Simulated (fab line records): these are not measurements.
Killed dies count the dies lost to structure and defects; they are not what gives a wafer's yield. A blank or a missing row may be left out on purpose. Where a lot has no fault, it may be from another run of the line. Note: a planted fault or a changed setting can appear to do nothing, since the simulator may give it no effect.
fab line records | flow n5_finfet
record: lots: 4 wafers: 12 last_day: 17
route steps=1938 shown BEOL_M4@1100 BEOL_M5@1112 PASSIVATION@1936
lots that met no fault: from a run of the same line without faults
start_h: the number of hours between the record's first day and the start of the first shown wafer of the lot | wait_h: hours since the lot's step before | " same as the row above | L1.1+2: one row covering several wafers at once | - value missing, or start not given | * or withheld: withheld | < > ~ a bound
route shown NAME@n: names a module that has steps shown in the file, with the first one's number in the route | usual: mean/standard deviation of fault-free wafers | same: alike in all rows | chamber/n: place in a boat | sites: per-site readings | _std_site: standard deviation of those values | _edge_site: mean of outer sites minus mean of inner sites | radius_mm: for every site, how far away it sits from the centre of the wafer | mask NAME#n: copy n | behind: the most recent tool/chamber to have shaped the wafer | hold: what put the lot on hold/how long, in hours/how the hold closed | device: names the non-switching transistor (n, p or np) | end of line: the tests these same wafers got at the end of their route | a step given without rows: its recipe and nothing more | killed: the dies lost at the first sort to structure and to defects; this is not the yield of the wafer | map: a wafer's dies, marking killed ones x, the rest . and places with no die _
set.NAME: the setting that was run; set.NAME@STEP: the one run at that earlier step | model.NAME: the simulator's own value behind a step, which no gauge read
certain route steps with their lots: each step a table, each wafer a row
services: a tool's chamber out of use, with start hour (start_h, from the record's first day; less than 0 if before it), hours out, and reason
== steps ==
step: N5_BEOL_M4_SPUTTER_96
recipe: material: Cu target_thk_a: 45 temp_c: -20 chamber_pressure_pa: 0.07 power_w: withheld time_s: 8.29
step: N5_BEOL_M4_ECD_50
recipe: material: Cu target_thk_a: 3000
step: N5_BEOL_M4_ANNEAL_51
recipe: temp_c: 225 time_s: 90 ambient: N2
step: N5_BEOL_M4_CMP_52
recipe: stop_on: SiOC t_overpolish_s: 6.8 down_force_psi: 1 platen_rpm: 50 clearing_platen_down_force_psi: 1.5 clearing_platen_rpm: 50 post_cmp_clean: cu_alkaline target_thk_nm: 40 clearing_platen_pad_velocity_m_s: 0.99484 pad_velocity_m_s: 0.99484
step: N5_BEOL_M4_PRE_CLEAN_60
recipe: gas: NH3/H2 time_s: 15 temp_c: * rf_power_w: 300
step: N5_BEOL_M4_CO_CAP_55
recipe: material: Co target_thk_a: 20 temp_c: 200 precursor: CCTBA/H2 pressure_torr: 30 time_s: 102.1
step: N5_BEOL_M4_PRE_CLEAN_56
recipe: gas: NH3 time_s: 15 temp_c: withheld rf_power_w: 300
step: N5_BEOL_M4_DEP_57
recipe: material: SiCN target_thk_a: 80 temp_c: withheld precursor: 3MS/NH3 pressure_torr: 3 rf_w: 202 time_s: 14
step: N5_BEOL_M5_ILD_DEP_00
recipe: material: SiCOH_lowk target_thk_a: 1406.4 temp_c: 300 precursor: DEMS/porogen pressure_torr: 5 rf_w: 500 time_s: 25.9
usual: heater_power_w: 262/44 showerhead_plenum_p_Torr: 5.738/0.016 throttle_valve_pct: 13.7/0.54
columns lot.wafer tool chamber start_h wait_h heater_power_w showerhead_plenum_p_Torr throttle_valve_pct
L357.3 pecvd-03 2 204.63 0.5 310 5.713 13.5
L357.4 " 0 " " 285 5.742 13.4
L357.5 " 1 " " 222 5.740 13.2
L371.1 pecvd-03 0 287.13 0.8 273 5.754 13.3
L371.4 " 2 " " 290 5.723 13.5
L371.6 " 0 " " 280 5.728 13.7
L372.1 pecvd-03 0 301.00 0.8 312 5.725 13.5
L372.3 " 1 " " 243 5.737 13.4
L372.5 " 1 " " 237 5.733 13.0
L374.3 pecvd-02 1 308.16 0.5 282 5.746 14.2
L374.5 " 0 " " 262 5.711 14.5
L374.6 " 1 " " 287 5.770 14.2
step: N5_BEOL_M5_CURE_79
recipe: temp_c: 385 time_s: 240 ambient: He/Ar material: SiCOH_lowk
step: N5_BEOL_M5_PECVD_70
recipe: material: SiO2 target_thk_a: 160 temp_c: 400 precursor: TEOS/O2 pressure_torr: 5.5 rf_w: 450 teos_flow_sccm: 53.8 gas: O2 flow_sccm: 3000 time_s: 18
step: N5_BEOL_M5_HM_DEP_02
recipe: material: TiN target_thk_a: 200 temp_c: 25 chamber_pressure_pa: 0.49996
step: N5_BEOL_M5_COAT_59
recipe: resist: SOC temp_c: 250 time_s: 60 spin_rpm: 1500 resist_thk_nm: 60
step: N5_BEOL_M5_COAT_60
recipe: resist: SiARC temp_c: 220 time_s: 60 spin_rpm: 1500 resist_thk_nm: 12
step: N5_BEOL_M5_COAT_71
recipe: resist: underlayer temp_c: 205 time_s: 60 spin_rpm: 1500 resist_thk_nm: 5
step: N5_BEOL_M5_COAT_05
recipe: resist: CAR-EUV spin_rpm: 1500 resist_thk_nm: 30
step: N5_BEOL_M5_EBR_07
recipe: solvent: PGMEA ebr_width_mm: 1.5
step: N5_BEOL_M5_SOFTBAKE_06
recipe: temp_c: 110 time_s: 60 resist: CAR-EUV
step: N5_BEOL_M5_EXPOSE_08
recipe: mask_id: M5 na: 0.33 source_shape: annular sigma_inner: 0.4 sigma_outer: 0.8 polarization: unpolarized target_cd_nm: 28 dose_mj: 35.75
step: N5_BEOL_M5_PEB_09
recipe: peb_temp_c: 100 peb_time_s: 60 resist: CAR-EUV
step: N5_BEOL_M5_DEVELOP_10
recipe: develop_time_s: 30 developer: TMAH resist: CAR-EUV rinse_liquid: surfactant_rinse dry: air_spin dev_temp_c: 23
step: N5_BEOL_M5_INSPECT_13
recipe: mode: adi inspect_instrument: brightfield
usual: raw_defect_count: 412/98
columns lot.wafer tool chamber start_h wait_h raw_defect_count
L357.3 defect_inspect-02 - 206.36 0.0 363
L357.4 " - " " 276
L357.5 " - " " 453
L371.1 defect_inspect-01 - 289.65 0.1 716
L371.4 " - " " 688
L371.6 " - " " 797
L372.1 defect_inspect-01 - 302.79 0.1 832
L372.3 " - " " 774
L372.5 " - " " 718
L374.3 defect_inspect-01 - 310.20 0.0 564
L374.5 " - " " 313
L374.6 " - " " 358
step: N5_BEOL_M5_DESCUM_16
recipe: chemistry: O2 time_s: 7 source_power_w: 50 bias_power_w: 20 pressure_mtorr: 20 rf_frequency_hz: 2.712e+07 temp_c: 40 resist: CAR-EUV o2_flow_sccm: 225
step: N5_BEOL_M5_ETCH_72
recipe: chemistry: N2/H2 target: underlayer target_depth_a: 65 mask_material: CAR-EUV time_s: 5.2 ion_energy_ev: 200 pressure_mtorr: 30 source_w: 840 bias_w: 150 n2_flow_sccm: 200 h2_flow_sccm: 200 ends: cleared
step: N5_BEOL_M5_ETCH_61
recipe: chemistry: CF4 target: SiARC target_depth_a: 156 mask_material: CAR-EUV time_s: 26 ion_energy_ev: 80 pressure_mtorr: 40 source_w: 545 bias_w: 36 Ar_flow_sccm: 100 cf4_flow_sccm: 100 ends: cleared
step: N5_BEOL_M5_ETCH_62
recipe: chemistry: N2/H2 target: SOC target_depth_a: 750 overetch_a: 150 mask_material: SiARC temp_c: 40 time_s: 112.5 ion_energy_ev: 200 pressure_mtorr: 30 source_w: 840 bias_w: 150 n2_flow_sccm: 200 h2_flow_sccm: 200
step: N5_BEOL_M5_STRIP_63
recipe: chemistry: N2/H2 temp_c: 40 n2_flow_sccm: 200 h2_flow_sccm: 200 rf_frequency_hz: 6e+07
step: N5_BEOL_M5_STRIP_73
recipe: chemistry: N2/H2 temp_c: 40 n2_flow_sccm: 200 h2_flow_sccm: 200 rf_frequency_hz: 6e+07
step: N5_BEOL_M5_STRIP_64
recipe: chemistry: CF4 resist: SiARC power_w: 300 bias_power_w: 75 pressure_mtorr: 50 cf4_flow_sccm: 150 rf_frequency_hz: 6e+07
step: N5_BEOL_M5_HM_OPEN_17
recipe: chemistry: Cl2/BCl3 target_depth_a: 200 overetch_a: 60 target: TiN mask_material: SOC ion_energy_ev: 150 pressure_mtorr: 10 icp_w: 1000 bias_w: 126 Cl2_flow_sccm: 53.25 bcl3_flow_sccm: 21.75 Ar_flow_sccm: 25
step: N5_BEOL_M5_STRIP_19
recipe: chemistry: O2 power_w: 400 temp_c: 40 pressure_mtorr: 30 rf_frequency_hz: 6e+07 bias_power_w: 0 overash_fraction: 0.2 o2_flow_sccm: 225
step: N5_BEOL_M5_COAT_65
recipe: resist: SOC temp_c: 250 time_s: 60 spin_rpm: 1500 resist_thk_nm: 60
step: N5_BEOL_M5_COAT_66
recipe: resist: SiARC temp_c: 220 time_s: 60 spin_rpm: 1500 resist_thk_nm: 12
step: N5_BEOL_M5_COAT_74
recipe: resist: underlayer temp_c: 205 time_s: 60 spin_rpm: 1500 resist_thk_nm: 5
step: N5_BEOL_M5_INSPECT_30
recipe: mode: adi inspect_instrument: brightfield
usual: raw_defect_count: 413/95
columns lot.wafer tool chamber start_h wait_h raw_defect_count
L357.3 defect_inspect-01 - 207.25 0.0 392
L357.4 " - " " 269
L357.5 " - " " 467
L371.1 defect_inspect-01 - 291.70 0.2 688
L371.4 " - " " 694
L371.6 " - " " 765
L372.1 defect_inspect-01 - 304.81 0.1 818
L372.3 " - " " 754
L372.5 " - " " 717
L374.3 defect_inspect-02 - 311.67 0.0 530
L374.5 " - " " 297
L374.6 " - " " 365
step: N5_PASSIVATION_PROBE_49
usual: defect_limited_yield: 91.2/1.5 killed_at_M0_to_M3: 35/11 killed_at_M4_up: 13/5.6 killed_at_contacts: 13/6.3 killed_at_front_end: 38/12 killed_at_other: 3.7/2.9 killed_dies: 104/18 killed_on_rim: 14/3.8 killed_open: 69/13 killed_short: 34/8.3 sort_bin_5_function: 5.2/0.95 sort_bin_6_memory: 3.3/0.68 sort_n_pass: 1076/18 sort_yield_pct: 91.2/1.5
same: gross_dies: 1180 killed_at_back_side: 0 sort_bin_4_leakage[%]: 0 sort_bin_8_speed[%]: 0
columns lot.wafer tool chamber start_h wait_h defect_limited_yield[%] killed_at_M0_to_M3 killed_at_M4_up killed_at_contacts killed_at_front_end killed_at_other killed_dies killed_on_rim killed_open killed_short sort_bin_5_function[%] sort_bin_6_memory[%] sort_n_pass sort_yield_pct[%]
L357.3 prober-01 - 305.67 0.1 94.2 22 7 6 28 6 69 11 31 35 3.1 2.1 1111 94.2
L357.4 prober-01 - 305.72 0.2 93.7 36 8 6 14 10 74 3 50 22 3.8 2.3 1106 93.7
L357.5 prober-01 - 305.77 0.2 90.7 27 27 11 29 16 110 13 70 33 5.7 3.5 1070 90.7
L371.1 prober-02 - 397.93 0.6 87.5 34 40 28 45 1 148 29 81 35 7.2 4.6 1032 87.5
L371.4 prober-02 - 398.08 0.7 82.5 24 107 25 47 4 207 23 75 41 11.0 5.0 973 82.5
L371.6 prober-02 - 398.18 0.8 85.8 49 34 21 63 0 167 34 93 45 8.4 4.7 1013 85.8
L372.1 prober-01 - 409.84 0.0 90.9 17 43 9 37 1 107 29 48 26 5.7 2.3 1073 90.9
L372.3 prober-01 - 409.94 0.1 85.5 41 81 12 32 5 171 30 69 27 9.2 4.1 1009 85.5
L372.5 prober-01 - 410.04 0.2 84.7 22 87 27 43 1 180 23 63 38 10.0 3.8 1000 84.7
killed by level:class
L357.3 FIN_SAQP:geometric_particle:short=8 BEOL_M0_SAQP:geometric_particle:short=6 GATE_CUT:geometric_particle:short=5 MOL_CONTACT_COAG:geometric_particle:open=4 BEOL_M1:geometric_particle:open=4 BEOL_M2:geometric_particle:open=4 FIN_SAQP:geometric_particle:open=3 DUMMY_GATE:geometric_particle:short=3
L357.4 BEOL_M2:geometric_particle:open=11 BEOL_M0_SAQP:geometric_particle:short=6 MOL_CONTACT_COAG:geometric_particle:open=5 DUMMY_GATE:geometric_particle:open=4 BEOL_M0_SAQP:geometric_particle:open=4 BEOL_M1:geometric_particle:short=4 BEOL_M3:geometric_particle:open=4 STARTING-WAFER:geometric_particle:open=4
L357.5 MOL_CONTACT_COAG:geometric_particle:open=11 BEOL_M4:geometric_particle:open=11 FIN_SAQP:geometric_particle:short=7 BEOL_M0_SAQP:geometric_particle:short=6 STARTING-WAFER:geometric_particle:open=6 BEOL_M2:geometric_particle:open=5 PASS1_CAP:geometric_particle:open=5 BEOL_M0_SAQP:geometric_particle:open=4
L371.1 BEOL_M5:unspecified=31 MOL_CONTACT_COAG:geometric_particle:open=21 STI_FIN_REVEAL:geometric_particle:open=15 BEOL_M0_SAQP:geometric_particle:open=14 FIN_SAQP:geometric_particle:open=7 MOL_CONTACT_COAG:geometric_particle:short=7 BEOL_M0_SAQP:geometric_particle:short=6 GATE_CUT:geometric_particle:short=4
L371.4 BEOL_M5:unspecified=91 MOL_CONTACT_COAG:geometric_particle:open=20 FIN_SAQP:geometric_particle:open=14 BEOL_M4:geometric_particle:open=12 FIN_SAQP:geometric_particle:short=8 BEOL_M0_SAQP:geometric_particle:short=8 STI_FIN_REVEAL:geometric_particle:open=7 BEOL_M0_SAQP:geometric_particle:open=7
L371.6 BEOL_M5:unspecified=28 STI_FIN_REVEAL:geometric_particle:open=21 FIN_SAQP:geometric_particle:short=16 MOL_CONTACT_COAG:geometric_particle:open=16 FIN_SAQP:geometric_particle:open=13 BEOL_M0_SAQP:geometric_particle:short=10 BEOL_M1:geometric_particle:open=10 BEOL_M3:geometric_particle:open=9
L372.1 BEOL_M5:unspecified=30 FIN_SAQP:geometric_particle:short=8 MOL_CONTACT_COAG:geometric_particle:open=7 BEOL_M1:geometric_particle:open=6 DUMMY_GATE:geometric_particle:open=5 BEOL_M3:geometric_particle:open=5 FIN_SAQP:geometric_particle:open=3 GATE_CUT:geometric_particle:open=3
L372.3 BEOL_M5:unspecified=74 BEOL_M2:geometric_particle:open=11 FIN_SAQP:geometric_particle:open=10 MOL_CONTACT_COAG:geometric_particle:open=10 BEOL_M0_SAQP:geometric_particle:open=7 BEOL_M3:geometric_particle:open=7 FIN_SAQP:geometric_particle:short=5 STI_FIN_REVEAL:geometric_particle:open=5
L372.5 BEOL_M5:unspecified=76 MOL_CONTACT_COAG:geometric_particle:open=23 FIN_SAQP:geometric_particle:short=13 STI_FIN_REVEAL:geometric_particle:open=9 BEOL_M0_SAQP:geometric_particle:short=5 BEOL_M2:geometric_particle:open=5 BEOL_M3:geometric_particle:open=5 ILD0:geometric_particle:short=4
map L371.4 (x killed, . not)
_________________.x...x.xxxxx________________
______________......xxxxxxxxxx.x_____________
___________..x...xxxxxxxxxxxxx..x..__________
__________......x...xxxxxxxxxxxx.x.._________
________..x.......x.xxxxxxxxxxx.x....._______
_______.............xxxxxxxxxx.x....x..______
______..x........x...xxxxxxxxxx.....x..._____
_____.........x....x..xxxxxxxx..xx.......____
____..x......x...x....xx..xxx.............___
___...x....x...x..x.....xx.x..x............__
___..x.......x.x.........xx.....x..........__
__xx.x....................x....x.x.x..x.x..._
__..x.......xx....................x........._
_..................x................x........
_.x.......x...x....................x.........
_.........x........x.....................x...
_...x...........................x......x....x
_....x...........x...............xx...x...xx.
_....x........x...x..........................
_......x................x...x.......x........
_.....x................x......x.........x....
__......x........x...x......x....x..x....x.._
__x....x..x..................x......x......x_
___........x..............x.x..............__
___...xx................................x..__
____......xx..x..x........................___
_____..x..x............x...............x.____
______.x.x................x.......x....._____
_______................................______
________......................x.x....._______
__________..x....x...........x......_________
___________.........x.........x....__________
______________....x....x........_____________
_________________.....x....xx________________
map L372.5 (x killed, . not)
_________________............________________
______________.....x......x....._____________
___________.......x....x....x......__________
__________...x.........x.....xx....._________
________.........x.....x.......x......_______
_______..x.......x..x....xx.........x..______
______......x........................x.._____
_____....xx..x.....................x....x____
____.......x.........x............xx....x.___
___..........x........................x....__
___.x...x.......x..........................__
__....x.x.................x................._
__.....x.................x..x....xx.......x._
_.x........................x..........x......
_...x.....x..............x.x.................
_......x......................x..............
_......x................x................x...
_........x............x..................x...
_........x......x.................x..........
_...x.....x....x.x...........................
_............................................
__....x...................x.x..x........x..._
__.x...x...x........x..............xx...x..x_
___.x....xx.x.xxx.....x....xx...x.....x..x.__
___....xxxxxxx...........x...x..........x..__
____...xxxxxxxx.........................x.___
_____.xxxxxxxxxxxx....................x..____
______.xxxxxxxxxx...................x..._____
_______xxxxxxxxxx..x...x...............______
________xxxxxxxx.x.x.x.......x....x..._______
__________xxxxx.x..........x......x._________
___________xxxxxx...........x......__________
______________.xxx.....x..x....._____________
_________________............________________
== services ==
columns tool chamber start_h hours kind
pecvd-02 1 242.54 2.1 repair
pecvd-03 - 263.84 1.6 repair
pecvd-02 - 266.62 1.8 repair
pecvd-02 2 307.08 5.5 scheduled_down
pecvd-03 - 307.52 3.1 repair
== key ==
first_sign: step: N5_BEOL_M5_INSPECT_13 reading: raw_defect_count direction: up sigmas: 3.5 usual: 412 struck: 754
effect: step: N5_BEOL_M5_INSPECT_30 reading: raw_defect_count direction: up sigmas: 3.4 usual: 413 struck: 739
effect: step: N5_PASSIVATION_PROBE_49 reading: killed_at_M4_up direction: up sigmas: 9.3 usual: 13 struck: 65
more_kills_born_at: N5_BEOL_M5_ILD_DEP_00@pecvd-03: 330
met_at N5_BEOL_M5_ILD_DEP_00
struck_wafers L371.1,L371.4,L371.6,L372.1,L372.3,L372.5
onset_between 204.63 287.13
fault: kind: chamber_particle_source tool: pecvd-03 chamber: - onset_h: 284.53 steps: N5_BEOL_M5_ILD_DEP_00 rate_per_visit_cm2: 0.5094 end_h: 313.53
